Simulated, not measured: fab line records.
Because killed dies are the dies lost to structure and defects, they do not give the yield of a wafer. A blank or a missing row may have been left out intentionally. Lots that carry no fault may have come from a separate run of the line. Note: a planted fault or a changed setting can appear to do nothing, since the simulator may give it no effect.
fab line records -- flow n5_finfet -- part 2 of 2: steps 5 to 6 of 6
[record] lots = 23, wafers = 69, last_day = 21
route steps=1938 shown BEOL_M12@1635 BEOL_M13@1715 BEOL_M14@1729
lots that met no fault: taken from a fault-free run of the same line
start_h: start of the lot's first displayed wafer, in hours after the record's first day -- wait_h: hours from the lot's prior step to this one -- " unchanged from the row above -- L1.1+2: several wafers, shown together as one row -- - no value present, or no start provided -- * or withheld: withheld -- < > ~ a bound
route shown NAME@n: names a module that has steps shown in the file, with the first one's number in the route -- usual: average and standard deviation across the fault-free wafers -- same: alike in all rows -- chamber/n: place in a boat -- sites: per-site readings -- _std_site: the standard deviation of these -- _edge_site: mean of outer sites minus mean of inner sites -- radius_mm: for every site, how far away it sits from the centre of the wafer -- mask NAME#n: copy n -- behind: the tool/chamber that last shaped the wafer -- hold: cause of the lot's hold/its duration in hours/its outcome -- device: transistor that didn't switch, given as n, p or np -- end of line: tests of these same wafers at the route's end -- a step without rows: its recipe alone -- killed: count of dies lost to structure and defects at first sort (not the wafer's yield) -- map: a wafer's dies, marking killed ones x, the rest . and places with no die _
set.NAME: the run value of the setting; set.NAME@STEP: its run value at that earlier step -- model.NAME: the simulator's own value behind a step, which no gauge read
steps of the route over a sample of lots; a table a step, a row a wafer
services: a tool's chamber out of use, with start hour (start_h, from the record's first day; less than 0 if before it), hours out, and reason
[[steps]]
[step N5_BEOL_M14_DESCUM_15]
[recipe] chemistry = O2, time_s = 7.9, source_power_w = 50, bias_power_w = 20, pressure_mtorr = 20, rf_frequency_hz = 2.712e+07, temp_c = 40, o2_flow_sccm = 225
[usual] drypump_motor_current_A = 5.7/0.57, oes_product_au = 0.81/0.084, rf_vpp_V = 243.2/1.1, showerhead_plenum_p_Torr = 2.08/0.061, temp_c = 40.00/0.12, throttle_valve_pct = 20.17/0.16
lot.wafer,tool,chamber,start_h,wait_h,drypump_motor_current_A,oes_product_au,rf_hours_counter_h,rf_vpp_V,showerhead_plenum_p_Torr,temp_c,throttle_valve_pct
L075.1,rie_diel-05,2,307.42,0.1,5.4,0.73,178,244.0,2.07,40.03,20.02
L075.3,rie_diel-05,3,307.42,0.1,5.3,0.86,58,242.7,2.03,40.10,20.14
L075.6,rie_diel-05,3,307.42,0.1,5.2,0.86,-,240.6,2.03,40.19,20.15
L074.3,rie_diel-01,1,313.22,0.1,5.1,0.70,213,244.1,2.17,40.12,20.50
L074.4,rie_diel-01,3,313.22,0.1,5.6,0.79,110,242.2,2.02,40.01,20.09
L074.6,rie_diel-01,1,313.22,0.1,5.1,0.70,-,243.3,2.17,40.04,20.49
L076.1,rie_diel-04,2,326.32,0.0,4.9,0.70,197,243.9,2.06,39.87,19.97
L076.4,rie_diel-04,1,326.32,0.0,6.3,0.82,88,244.2,2.09,39.80,20.34
L076.6,rie_diel-04,0,326.32,0.0,5.8,0.91,-,243.8,2.05,40.02,19.95
L080.2,rie_diel-04,0,340.68,0.0,5.8,0.89,27,241.5,2.05,39.97,19.96
L080.3,rie_diel-04,3,340.68,0.0,6.5,0.95,6,244.5,2.16,40.03,20.18
L080.5,rie_diel-04,2,340.68,0.0,4.9,0.70,-,242.7,2.05,39.79,19.99
L081.1,rie_diel-04,2,345.10,0.3,4.9,0.69,205,243.0,2.05,39.95,19.99
L081.2,rie_diel-04,3,345.10,0.3,6.5,0.94,8,244.5,2.16,40.17,20.16
L081.5,rie_diel-04,1,345.10,0.3,6.4,0.79,-,244.5,2.09,40.09,20.36
L079.2,rie_diel-01,3,355.92,0.0,5.6,0.78,124,242.8,2.02,39.79,20.12
L079.3,rie_diel-01,2,355.92,0.0,5.2,0.86,37,245.0,2.24,39.91,20.13
L079.4,rie_diel-01,1,355.92,0.0,5.1,0.69,-,244.2,2.17,39.92,20.51
L082.2,rie_diel-04,3,359.20,0.0,6.6,0.92,14,243.5,2.15,39.94,20.18
L082.5,rie_diel-04,0,359.20,0.0,5.7,0.89,-,242.8,2.05,40.02,19.98
L082.6,rie_diel-04,1,359.20,0.0,6.4,0.80,-,244.2,2.09,40.21,20.39
L078.2,rie_diel-04,1,360.52,0.0,6.3,0.79,100,243.9,2.09,39.83,20.36
L078.4,rie_diel-04,0,360.52,0.0,5.8,0.88,35,241.7,2.05,39.97,19.97
L078.6,rie_diel-04,3,360.52,0.0,6.5,0.92,-,243.0,2.15,40.07,20.18
L083.2,rie_diel-05,3,361.14,0.0,5.3,0.84,77,241.4,2.03,40.20,20.18
L083.3,rie_diel-05,2,361.14,0.0,5.4,0.71,199,241.8,2.06,40.19,20.05
L083.4,rie_diel-05,1,361.14,0.0,6.4,0.79,94,241.6,2.01,39.94,20.01
L085.1,rie_diel-01,3,370.34,0.0,5.6,0.78,132,242.3,2.02,39.79,20.14
L085.2,rie_diel-01,1,370.34,0.0,5.1,0.68,235,245.8,2.16,39.89,20.51
L085.3,rie_diel-01,2,370.34,0.0,5.3,0.85,45,245.6,2.24,39.87,20.15
L086.3,rie_diel-04,3,380.70,0.2,6.6,0.90,22,243.6,2.15,39.93,20.18
L086.4,rie_diel-04,0,380.70,0.2,5.8,0.86,42,241.9,2.04,40.07,19.99
L086.5,rie_diel-04,3,380.70,0.2,6.5,0.90,-,243.1,2.15,40.13,20.19
L084.2,rie_diel-04,2,389.82,0.1,4.9,0.69,217,243.6,2.05,39.91,19.99
L084.4,rie_diel-04,3,389.82,0.1,6.6,0.90,25,243.9,2.15,40.01,20.19
L084.5,rie_diel-04,0,389.82,0.1,5.7,0.86,-,242.1,2.04,40.04,19.98
L089.2,rie_diel-04,0,395.24,0.2,5.7,0.87,47,242.1,2.04,39.96,20.01
L089.4,rie_diel-04,3,395.24,0.2,6.5,0.89,27,243.4,2.15,39.74,20.19
L089.6,rie_diel-04,0,395.24,0.2,5.7,0.87,-,242.5,2.04,39.89,19.99
L088.3,rie_diel-05,2,398.18,0.0,5.4,0.71,210,242.6,2.06,39.96,20.06
L088.5,rie_diel-05,2,398.18,0.0,5.4,0.72,-,243.0,2.06,40.02,20.06
L088.6,rie_diel-05,3,398.18,0.0,5.3,0.83,-,241.7,2.02,39.97,20.18
L087.2,rie_diel-04,2,404.81,0.1,4.9,0.68,222,241.6,2.05,39.98,20.00
L087.3,rie_diel-04,0,404.81,0.1,5.7,0.86,50,242.9,2.04,40.14,20.01
L087.5,rie_diel-04,3,404.81,0.1,6.5,0.88,-,243.9,2.15,39.86,20.21
L091.1,rie_diel-05,3,404.99,0.1,5.2,0.81,91,242.9,2.02,39.80,20.20
L091.2,rie_diel-05,2,404.99,0.1,5.4,0.71,213,242.5,2.06,39.99,20.08
L091.4,rie_diel-05,0,404.99,0.1,5.2,0.74,174,244.1,2.07,40.13,20.33
L090.2,rie_diel-04,1,421.67,0.0,6.3,0.77,120,242.4,2.08,39.90,20.41
L090.4,rie_diel-04,2,421.67,0.0,4.9,0.67,227,242.6,2.05,39.95,20.01
L090.5,rie_diel-04,3,421.67,0.0,6.5,0.87,-,243.6,2.15,40.06,20.21
L093.1,rie_diel-04,2,427.49,0.0,4.9,0.68,229,245.1,2.05,40.10,20.01
L093.5,rie_diel-04,3,427.49,0.0,6.6,0.86,-,243.1,2.15,39.94,20.21
L093.6,rie_diel-04,2,427.49,0.0,4.9,0.67,-,243.1,2.05,40.14,20.02
L094.2,rie_diel-05,1,433.48,0.1,6.4,0.77,119,242.3,2.00,39.83,20.06
L094.3,rie_diel-05,3,433.48,0.1,5.2,0.81,100,242.4,2.02,40.26,20.20
L094.4,rie_diel-05,2,433.48,0.1,5.4,0.69,222,242.2,2.06,39.95,20.08
L092.1,rie_diel-04,2,438.73,0.0,4.9,0.67,234,241.4,2.04,40.04,20.03
L092.4,rie_diel-04,0,438.73,0.0,5.7,0.84,62,243.8,2.04,40.17,20.01
L092.6,rie_diel-04,3,438.73,0.0,6.5,0.85,-,244.3,2.14,40.01,20.23
L097.1,rie_diel-01,3,451.47,0.0,5.6,0.74,163,241.3,2.01,40.11,20.18
L097.2,rie_diel-01,1,451.47,0.0,5.0,0.94,2,242.7,2.16,40.03,20.17
L097.4,rie_diel-01,0,451.47,0.0,5.5,0.91,33,242.7,2.06,40.22,20.22
L096.2,rie_diel-01,3,454.27,0.1,5.6,0.74,163,243.2,2.01,39.92,20.18
L096.3,rie_diel-01,1,454.27,0.1,5.0,0.93,3,243.1,2.16,39.97,20.18
L096.4,rie_diel-01,0,454.27,0.1,5.5,0.90,34,241.8,2.06,40.05,20.22
L095.2,rie_diel-01,0,484.25,0.2,5.5,0.89,44,242.8,2.06,40.07,20.22
L095.3,rie_diel-01,3,484.25,0.2,5.6,0.74,174,242.6,2.00,40.09,20.22
L095.5,rie_diel-01,0,484.25,0.2,5.5,0.89,-,245.0,2.06,39.93,20.22
[step N5_BEOL_M14_ETCH_59]
[recipe] chemistry = N2/H2, target = BARC, target_depth_a = 890, overetch_a = 267, time_s = 67.9, ion_energy_ev = 200, pressure_mtorr = 30, source_w = 840, bias_w = 150, n2_flow_sccm = 200, h2_flow_sccm = 200
[usual] bias_w = 150.0/0.45, drypump_motor_current_A = 5.7/0.58, h2_flow_sccm = 200.0/0.6, oes_product_au = 0.69/0.068, rf_vpp_V = 523.7/1.9, showerhead_plenum_p_Torr = 2.54/0.071, throttle_valve_pct = 17.64/0.28
lot.wafer,tool,chamber,start_h,wait_h,bias_w,drypump_motor_current_A,h2_flow_sccm,oes_product_au,rf_hours_counter_h,rf_vpp_V,showerhead_plenum_p_Torr,throttle_valve_pct
L075.1,rie_diel-05,2,307.45,0.0,150.3,5.4,200.4,0.63,178,523.1,2.52,17.54
L075.3,rie_diel-05,3,307.45,0.0,149.9,5.3,200.1,0.75,58,522.4,2.47,17.70
L075.6,rie_diel-05,3,307.45,0.0,150.2,5.2,200.2,0.75,-,522.3,2.47,17.70
L074.3,rie_diel-01,1,313.26,0.0,150.3,5.0,200.8,0.61,213,525.4,2.67,18.20
L074.4,rie_diel-01,3,313.26,0.0,149.8,5.6,199.8,0.68,110,520.1,2.47,17.63
L074.6,rie_diel-01,1,313.26,0.0,149.8,5.0,200.3,0.60,-,526.0,2.67,18.20
L076.1,rie_diel-04,2,326.35,0.0,150.7,4.9,199.1,0.61,197,523.4,2.53,17.59
L076.4,rie_diel-04,1,326.35,0.0,149.8,6.3,200.8,0.69,88,524.3,2.58,18.07
L076.6,rie_diel-04,0,326.35,0.0,150.4,5.8,199.4,0.77,-,523.3,2.46,17.27
L080.2,rie_diel-04,0,340.72,0.0,150.6,5.8,200.7,0.77,27,522.2,2.46,17.25
L080.3,rie_diel-04,3,340.72,0.0,150.7,6.6,201.0,0.80,6,526.3,2.59,17.39
L080.5,rie_diel-04,2,340.72,0.0,150.3,4.9,199.4,0.61,-,524.4,2.53,17.62
L081.1,rie_diel-04,2,345.14,0.0,149.9,4.9,200.7,0.61,205,523.3,2.53,17.62
L081.2,rie_diel-04,3,345.14,0.0,149.4,6.5,199.9,0.79,8,523.9,2.59,17.41
L081.5,rie_diel-04,1,345.14,0.0,150.2,6.3,199.4,0.69,-,525.2,2.58,18.08
L079.2,rie_diel-01,3,355.95,0.0,149.8,5.6,200.9,0.67,124,521.8,2.47,17.65
L079.3,rie_diel-01,2,355.95,0.0,149.8,5.3,200.2,0.75,37,528.6,2.69,17.31
L079.4,rie_diel-01,1,355.95,0.0,149.4,5.1,200.3,0.60,-,525.1,2.66,18.21
L082.2,rie_diel-04,3,359.23,0.0,149.5,6.6,200.0,0.78,14,525.3,2.59,17.40
L082.5,rie_diel-04,0,359.23,0.0,150.6,5.8,199.2,0.75,-,522.7,2.46,17.26
L082.6,rie_diel-04,1,359.23,0.0,149.9,6.4,199.7,0.68,-,524.8,2.58,18.08
L078.2,rie_diel-04,1,360.55,0.0,149.8,6.4,200.3,0.69,100,524.5,2.58,18.09
L078.4,rie_diel-04,0,360.55,0.0,150.1,5.7,199.5,0.75,35,521.8,2.46,17.28
L078.6,rie_diel-04,3,360.55,0.0,150.5,6.6,199.1,0.78,-,525.5,2.59,17.40
L083.2,rie_diel-05,3,361.18,0.0,149.9,5.2,200.5,0.73,77,521.9,2.46,17.73
L083.3,rie_diel-05,2,361.18,0.0,150.4,5.4,200.3,0.61,199,524.3,2.51,17.56
L083.4,rie_diel-05,1,361.18,0.0,150.3,6.4,200.0,0.68,94,521.7,2.47,17.58
L085.1,rie_diel-01,3,370.37,0.0,149.6,5.7,200.8,0.66,132,520.8,2.46,17.67
L085.2,rie_diel-01,1,370.37,0.0,149.7,5.1,200.3,0.59,235,524.2,2.66,18.24
L085.3,rie_diel-01,2,370.37,0.0,149.8,5.2,199.8,0.74,45,529.0,2.69,17.32
L086.3,rie_diel-04,3,380.73,0.0,150.3,6.6,199.8,0.76,22,525.8,2.58,17.42
L086.4,rie_diel-04,0,380.73,0.0,150.5,5.7,199.8,0.74,42,521.3,2.46,17.28
L086.5,rie_diel-04,3,380.73,0.0,150.8,6.6,199.9,0.76,-,525.6,2.58,17.41
L084.2,rie_diel-04,2,389.86,0.0,150.1,4.9,199.0,0.59,217,522.3,2.52,17.65
L084.4,rie_diel-04,3,389.86,0.0,149.2,6.5,201.3,0.76,25,525.5,2.58,17.43
L084.5,rie_diel-04,0,389.86,0.0,150.0,5.7,199.3,0.75,-,522.4,2.45,17.29
L089.2,rie_diel-04,0,395.27,0.0,149.7,5.8,200.2,0.75,47,522.8,2.45,17.29
L089.4,rie_diel-04,3,395.27,0.0,151.0,6.5,199.4,0.75,27,524.7,2.58,17.42
L089.6,rie_diel-04,0,395.27,0.0,149.2,5.8,199.7,0.74,-,522.1,2.45,17.29
L088.3,rie_diel-05,2,398.21,0.0,150.5,5.4,201.2,0.60,210,524.2,2.51,17.61
L088.5,rie_diel-05,2,398.21,0.0,149.6,5.4,200.3,0.61,-,523.6,2.51,17.60
L088.6,rie_diel-05,3,398.21,0.0,149.9,5.3,201.2,0.72,-,520.8,2.46,17.73
L087.2,rie_diel-04,2,404.85,0.0,149.8,4.9,200.5,0.60,222,522.5,2.52,17.63
L087.3,rie_diel-04,0,404.85,0.0,150.2,5.7,200.4,0.73,50,522.3,2.45,17.31
L087.5,rie_diel-04,3,404.85,0.0,150.2,6.6,201.1,0.74,-,525.4,2.58,17.43
L091.1,rie_diel-05,3,405.03,0.0,149.1,5.2,200.4,0.71,91,520.9,2.46,17.76
L091.2,rie_diel-05,2,405.03,0.0,150.3,5.4,200.1,0.61,213,522.4,2.51,17.58
L091.4,rie_diel-05,0,405.03,0.0,150.0,5.2,200.2,0.63,174,523.4,2.53,17.76
L090.2,rie_diel-04,1,421.71,0.0,149.9,6.4,199.2,0.67,120,524.2,2.57,18.14
L090.4,rie_diel-04,2,421.71,0.0,150.8,4.9,199.5,0.59,227,522.7,2.52,17.64
L090.5,rie_diel-04,3,421.71,0.0,149.5,6.6,200.2,0.73,-,525.9,2.58,17.45
L093.1,rie_diel-04,2,427.53,0.0,149.3,4.9,200.6,0.59,229,522.4,2.52,17.65
L093.5,rie_diel-04,3,427.53,0.0,150.0,6.6,200.1,0.73,-,525.4,2.58,17.45
L093.6,rie_diel-04,2,427.53,0.0,149.4,4.9,199.7,0.59,-,521.6,2.52,17.65
L094.2,rie_diel-05,1,433.52,0.0,150.1,6.4,199.6,0.66,119,520.5,2.46,17.62
L094.3,rie_diel-05,3,433.52,0.0,150.4,5.3,199.9,0.70,100,520.6,2.45,17.79
L094.4,rie_diel-05,2,433.52,0.0,149.6,5.4,200.7,0.60,222,522.8,2.50,17.61
L092.1,rie_diel-04,2,438.76,0.0,149.4,4.9,199.9,0.59,234,522.0,2.52,17.66
L092.4,rie_diel-04,0,438.76,0.0,149.6,5.8,200.2,0.72,62,520.4,2.45,17.34
L092.6,rie_diel-04,3,438.76,0.0,149.7,6.6,200.5,0.73,-,527.0,2.57,17.47
L097.1,rie_diel-01,3,451.51,0.0,150.2,5.7,199.6,0.63,163,520.8,2.45,17.69
L097.2,rie_diel-01,1,451.51,0.0,150.8,5.1,199.7,0.79,2,525.7,2.65,17.84
L097.4,rie_diel-01,0,451.51,0.0,150.3,5.5,200.1,0.77,33,522.2,2.49,17.58
L096.2,rie_diel-01,3,454.30,0.0,150.6,5.6,200.9,0.63,163,521.5,2.45,17.70
L096.3,rie_diel-01,1,454.30,0.0,149.6,5.1,200.7,0.79,3,525.3,2.65,17.85
L096.4,rie_diel-01,0,454.30,0.0,150.4,5.5,199.7,0.77,34,521.8,2.49,17.59
L095.2,rie_diel-01,0,484.28,0.0,149.5,5.5,200.6,0.75,44,522.1,2.49,17.61
L095.3,rie_diel-01,3,484.28,0.0,150.3,5.7,201.2,0.63,174,520.9,2.45,17.71
L095.5,rie_diel-01,0,484.28,0.0,150.0,5.5,199.2,0.76,-,522.4,2.49,17.60
[[services]]
tool,chamber,start_h,hours,kind
pecvd-01,0,280.33,2.1,scheduled_down
pecvd-03,0,283.05,2.1,scheduled_down
pecvd-02,0,297.53,2.1,scheduled_down
rie_diel-04,3,304.27,-,clean
rie_diel-04,3,304.27,-,consumable_replace:focus_ring
rie_diel-04,3,304.27,19.4,scheduled_down
rie_diel-04,3,304.27,19.4,vent_cycle
pecvd-01,1,309.14,5.5,scheduled_down
rie_diel-01,0,346.66,-,clean
rie_diel-01,0,346.66,-,consumable_replace:focus_ring
rie_diel-04,2,364.60,12.6,repair
rie_diel-01,3,395.29,4.1,repair
pecvd-02,-,400.28,6.0,pm
rie_diel-01,1,413.20,-,clean
rie_diel-01,1,413.20,-,consumable_replace:focus_ring
rie_diel-01,1,413.20,28.5,scheduled_down
rie_diel-01,1,413.20,28.5,vent_cycle
rie_diel-05,0,417.32,6.0,repair
pvd_sputter-03,-,423.06,8.9,repair
pvd_sputter-01,-,443.95,4.9,repair
pvd_sputter-03,-,444.22,1.9,repair
rie_diel-04,1,448.62,4.0,repair
rie_diel-04,0,463.17,18.9,repair
rie_diel-04,2,480.68,6.5,repair
